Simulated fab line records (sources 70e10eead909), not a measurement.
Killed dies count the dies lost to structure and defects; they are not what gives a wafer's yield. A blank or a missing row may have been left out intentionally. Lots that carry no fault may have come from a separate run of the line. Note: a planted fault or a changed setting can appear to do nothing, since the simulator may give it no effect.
Which tool did it? | flow nand_harc | Sampling: 12 lots, 35 wafers, 4 of 1302 route steps

## WHAT THE GAUGES SHOWED, per wafer
No reading from a measuring or inspecting step in the record can be judged against a usual standard deviation.

## EACH LOT AND THE TOOL THAT RAN IT (in order: tool; ch and the chambers of the sampled wafers; start)
lot  | NHARC_A_STAIRCASE_ETCH_199                    | NHARC_A_STAIRCASE_TRIM_202                    | NHARC_A_STAIRCASE_TRIM_224         | NHARC_A_STAIRCASE_ETCH_236
L115 | rie_diel-07 ch 0,1, day 16 15:27 or earlier   | rie_diel-07 ch 0,3, day 16 15:27 or earlier   | rie_diel-01 ch 0,1,3, day 16 15:27 | rie_diel-01 ch 0,2,3, no start
L116 | rie_diel-01 ch 1,2,3, day 16 23:08 or earlier | rie_diel-01 ch 1,2,3, day 16 23:08 or earlier | rie_diel-07 ch 0,2,3, day 16 23:08 | rie_diel-07 ch 0,2,3, no start
L120 | rie_diel-07 ch 1,3, day 18 23:24 or earlier   | rie_diel-07 ch 0,1, day 18 23:24 or earlier   | rie_diel-07 ch 0,2, day 18 23:24   | rie_diel-06 ch 1,3, no start
L121 | rie_diel-01 ch 2,3, day 19 14:33 or earlier   | rie_diel-01 ch 0,1, day 19 14:33 or earlier   | rie_diel-07 ch 0,2,3, day 19 14:33 | rie_diel-07 ch 1,2,3, no start
L127 | rie_diel-01 ch 0,2,3, day 21 15:30 or earlier | rie_diel-01 ch 1,2,3, day 21 15:30 or earlier | rie_diel-01 ch 1,3, day 21 15:30   | rie_diel-01 ch 0,2, no start
L129 | rie_diel-01 ch 0,2,3, day 22 21:26 or earlier | rie_diel-01 ch 0,1,3, day 22 21:26 or earlier | rie_diel-01 ch 1,2,3, day 22 21:26 | rie_diel-06 ch 0,1,2, no start
L131 | rie_diel-01 ch 0,2, day 23 04:21 or earlier   | rie_diel-01 ch 1,2,3, day 23 04:21 or earlier | rie_diel-01 ch 1,2,3, day 23 04:21 | rie_diel-07 ch 1,2,3, no start
L130 | rie_diel-06 ch 0,2,3, day 23 04:44 or earlier | rie_diel-06 ch 0,2,3, day 23 04:44 or earlier | rie_diel-06 ch 0,2,3, day 23 04:44 | rie_diel-06 ch 0,1,2, no start
L133 | rie_diel-07 ch 0,1,2, day 23 19:41 or earlier | rie_diel-07 ch 0,1,2, day 23 19:41 or earlier | rie_diel-06 ch 1,2,3, day 23 19:41 | rie_diel-06 ch 0,1,3, no start
L132 | rie_diel-07 ch 0,2,3, day 23 19:59 or earlier | rie_diel-07 ch 1,3, day 23 19:59 or earlier   | rie_diel-07 ch 2,3, day 23 19:59   | rie_diel-07 ch 0,1,3, no start
L135 | rie_diel-07 ch 0,1,3, day 24 20:23 or earlier | rie_diel-07 ch 0,1,3, day 24 20:23 or earlier | rie_diel-06 ch 0,3, day 24 20:23   | rie_diel-01 ch 0,2,3, no start
L134 | rie_diel-07 ch 0,1,3, day 25 01:28 or earlier | rie_diel-07 ch 1,3, day 25 01:28 or earlier   | rie_diel-01 ch 0,1,3, day 25 01:28 | rie_diel-06 ch 0,2,3, no start
- NHARC_A_STAIRCASE_ETCH_199: etches the open film in C4F8/O2, target depth 100 nm, time 40.5 s.
- NHARC_A_STAIRCASE_TRIM_202: chemistry O2, time 211.2 s.
- NHARC_A_STAIRCASE_TRIM_224: chemistry O2, time 211.2 s.
- NHARC_A_STAIRCASE_ETCH_236: etches the open film in C4F8/O2, target depth 100 nm, time 40.5 s.

## WHAT THE TOOLS THEMSELVES READ (means of the sampled wafers that have a number; where no wafer has one, the mark that the record gives instead)
NHARC_A_STAIRCASE_ETCH_199. Usual: oes_product_au 0.944 a.u., standard deviation 0.013; rf_vpp_V 896 V, standard deviation 5.7.
lot  | tool        | oes_product_au (a.u.) | rf_vpp_V (V) | flag
L115 | rie_diel-07 | 0.949                 | 899          |
L116 | rie_diel-01 | 0.954                 | 894          |
L120 | rie_diel-07 | 0.956                 | 898          |
L121 | rie_diel-01 | 0.958                 | 893          |
L127 | rie_diel-01 | 0.945                 | 892          |
L129 | rie_diel-01 | 0.937                 | 891          |
L131 | rie_diel-01 | 0.956                 | 893          |
L130 | rie_diel-06 | 0.933                 | 903          |
L133 | rie_diel-07 | 0.948                 | 894          |
L132 | rie_diel-07 | 0.942                 | 891          |
L135 | rie_diel-07 | 0.936                 | 896          |
L134 | rie_diel-07 | 0.953                 | 895          |

NHARC_A_STAIRCASE_TRIM_202. Usual: drypump_motor_current_A 5.6 A, standard deviation 0.36; oes_product_au 1.001 a.u., standard deviation 0.0085; rf_vpp_V 57.9 V, standard deviation 0.86; run_length_s 232.7 s, standard deviation 0.45; showerhead_plenum_p_Torr 3.54 Torr, standard deviation 0.15; throttle_valve_pct 17.036 %, standard deviation 0.0082.
lot  | tool        | drypump_motor_current_A (A) | oes_product_au (a.u.) | rf_vpp_V (V) | run_length_s (s) | showerhead_plenum_p_Torr (Torr) | throttle_valve_pct (%) | flag
L115 | rie_diel-07 | 5.5                         | 0.994                 | 58.1         | 232.9            | 3.44                            | 17.040                 |
L116 | rie_diel-01 | 6.0                         | 0.997                 | 57.2         | 232.6            | 3.49                            | 17.037                 |
L120 | rie_diel-07 | 5.2                         | 1.004                 | 58.2         | 232.4            | 3.56                            | 17.030                 |
L121 | rie_diel-01 | 5.5                         | 0.994                 | 57.8         | 232.9            | 3.46                            | 17.035                 |
L127 | rie_diel-01 | 6.0                         | 1.002                 | 57.7         | 232.6            | 3.47                            | 17.038                 |
L129 | rie_diel-01 | 5.7                         | 1.004                 | 58.9         | 232.7            | 3.43                            | 17.040                 |
L131 | rie_diel-01 | 5.9                         | 0.995                 | 58.0         | 232.5            | 3.46                            | 17.045                 |
L130 | rie_diel-06 | 5.8                         | 1.004                 | 58.4         | 233.1            | 3.72                            | 17.037                 |
L133 | rie_diel-07 | 5.3                         | 1.003                 | 57.0         | 232.6            | 3.51                            | 17.038                 |
L132 | rie_diel-07 | 5.5                         | 1.004                 | 57.9         | 232.4            | 3.64                            | 17.036                 |
L135 | rie_diel-07 | 5.4                         | 1.004                 | 58.1         | 232.5            | 3.50                            | 17.030                 |
L134 | rie_diel-07 | 5.5                         | 0.996                 | 58.4         | 232.2            | 3.63                            | 17.036                 |

NHARC_A_STAIRCASE_TRIM_224. Usual: drypump_motor_current_A 5.7 A, standard deviation 0.37; oes_product_au 0.998 a.u., standard deviation 0.0098; rf_vpp_V 58.0 V, standard deviation 0.95; run_length_s 232.7 s, standard deviation 0.43; showerhead_plenum_p_Torr 3.54 Torr, standard deviation 0.15; throttle_valve_pct 17.037 %, standard deviation 0.0095.
lot  | tool        | drypump_motor_current_A (A) | oes_product_au (a.u.) | rf_vpp_V (V) | run_length_s (s) | showerhead_plenum_p_Torr (Torr) | throttle_valve_pct (%) | flag
L115 | rie_diel-01 | 5.8                         | 0.998                 | 57.8         | 232.9            | 3.46                            | 17.032                 |
L116 | rie_diel-07 | 5.4                         | 0.997                 | 58.1         | 232.9            | 3.44                            | 17.043                 |
L120 | rie_diel-07 | 5.2                         | 0.994                 | 58.4         | 227.2            | 3.42                            | 17.046                 | OFF
L121 | rie_diel-07 | 5.5                         | 1.004                 | 57.1         | 225.4            | 3.43                            | 17.034                 | OFF
L127 | rie_diel-01 | 6.1                         | 0.998                 | 58.6         | 232.4            | 3.42                            | 17.032                 |
L129 | rie_diel-01 | 6.0                         | 0.989                 | 58.1         | 232.3            | 3.46                            | 17.031                 |
L131 | rie_diel-01 | 5.9                         | 0.988                 | 57.8         | 232.5            | 3.46                            | 17.039                 |
L130 | rie_diel-06 | 5.8                         | 0.990                 | 58.4         | 232.9            | 3.72                            | 17.038                 |
L133 | rie_diel-06 | 5.7                         | 0.987                 | 59.6         | 233.0            | 3.74                            | 17.048                 |
L132 | rie_diel-07 | 5.7                         | 0.985                 | 57.5         | 233.0            | 3.44                            | 17.047                 |
L135 | rie_diel-06 | 6.0                         | 0.998                 | 58.5         | 232.7            | 3.70                            | 17.035                 |
L134 | rie_diel-01 | 5.8                         | 0.990                 | 57.4         | 232.5            | 3.42                            | 17.043                 |

NHARC_A_STAIRCASE_ETCH_236. Usual: oes_product_au 0.943 a.u., standard deviation 0.011; rf_vpp_V 898 V, standard deviation 5.5.
lot  | tool        | oes_product_au (a.u.) | rf_vpp_V (V) | flag
L115 | rie_diel-01 | 0.947                 | 893          |
L116 | rie_diel-07 | 0.952                 | 893          |
L120 | rie_diel-06 | 0.937                 | 905          |
L121 | rie_diel-07 | 0.945                 | 896          |
L127 | rie_diel-01 | 0.948                 | 893          |
L129 | rie_diel-06 | 0.941                 | 902          |
L131 | rie_diel-07 | 0.942                 | 896          |
L130 | rie_diel-06 | 0.934                 | 903          |
L133 | rie_diel-06 | 0.950                 | 902          |
L132 | rie_diel-07 | 0.941                 | 895          |
L135 | rie_diel-01 | 0.945                 | 892          |
L134 | rie_diel-06 | 0.940                 | 902          |

## THE ANSWER, worked out from the rows above alone
Rule: take the mean of a lot's wafers that have a number; if it is more than 3 standard deviations from the usual mean, the lot is off. Also off: a lot with no number at a reading for which 4 or more lots have one. All remaining lots with rows at the step are treated as sound. The gauges are gone through in route order, then the tools' own readings, and for those a lot's mean is taken as printed above. At the first step where some lot is off, the reading lying furthest off is the one used; lots without a number count as furthest.
Off: L120, L121 (NHARC_A_STAIRCASE_TRIM_224, run_length_s).
A tool fits if, at that step or a process step before it, it ran every lot that is off, and no sound lot after the first of them. NHARC_A_STAIRCASE_ETCH_199: start missing for some lots; hours and lot order therefore follow NHARC_A_STAIRCASE_TRIM_224. NHARC_A_STAIRCASE_TRIM_202: start missing for some lots; hours and lot order therefore follow NHARC_A_STAIRCASE_TRIM_224. Of those tried, none fits.

## WHAT THE SIMULATOR PUT IN
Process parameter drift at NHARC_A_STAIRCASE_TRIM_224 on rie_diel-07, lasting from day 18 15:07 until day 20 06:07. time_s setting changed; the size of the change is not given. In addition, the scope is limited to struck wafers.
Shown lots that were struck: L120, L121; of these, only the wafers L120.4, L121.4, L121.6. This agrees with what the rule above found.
